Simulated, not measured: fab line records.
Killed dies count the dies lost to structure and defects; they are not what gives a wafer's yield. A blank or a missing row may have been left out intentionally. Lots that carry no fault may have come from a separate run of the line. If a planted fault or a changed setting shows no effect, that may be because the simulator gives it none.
Which tool is to blame? | flow nand-harc | at 1 step of a route of 1302, 6 lots with 18 wafers sampled

WHAT THE GAUGES READ, wafer by wafer
NHARC_A_BLC_INSPECT_28.
lot  | measured     | on                | raw-defect-count
L387 | day 23 04:55 | defect-inspect-02 | 588 662 556
L390 | day 24 00:06 | defect-inspect-01 | 725 805 470
L393 | day 25 06:56 | defect-inspect-01 | 585 559 394
L403 | day 30 07:26 | defect-inspect-01 | 416 387 410
L404 | day 30 17:53 | defect-inspect-01 | 586 534 627
L408 | day 31 16:12 | defect-inspect-02 | 588 503 425

EACH LOT AND THE TOOL THAT RAN IT (in order: tool; ch and the chambers of the sampled wafers; start)
Before these readings, the record contains no process step.

THE ANSWER, worked out from the rows above alone
Rule: the usual values come from the lots themselves. Put in order of their means at a reading, lots are off if they are a third of the lots or fewer, leave a main group of 4 or more, and stand apart from it by a gap of 3 or more times the standard deviation of the main group's means; of several such gaps the widest counts. Not used: any main group whose means are identical at the precision the tables above print for the reading. Also off: a lot with no number at a reading for which 4 or more lots have one. The other lots that the step has rows for count as sound.
No lot is off on any of the readings shown, so nothing can be concluded from this.

WHAT THE SIMULATOR PUT IN
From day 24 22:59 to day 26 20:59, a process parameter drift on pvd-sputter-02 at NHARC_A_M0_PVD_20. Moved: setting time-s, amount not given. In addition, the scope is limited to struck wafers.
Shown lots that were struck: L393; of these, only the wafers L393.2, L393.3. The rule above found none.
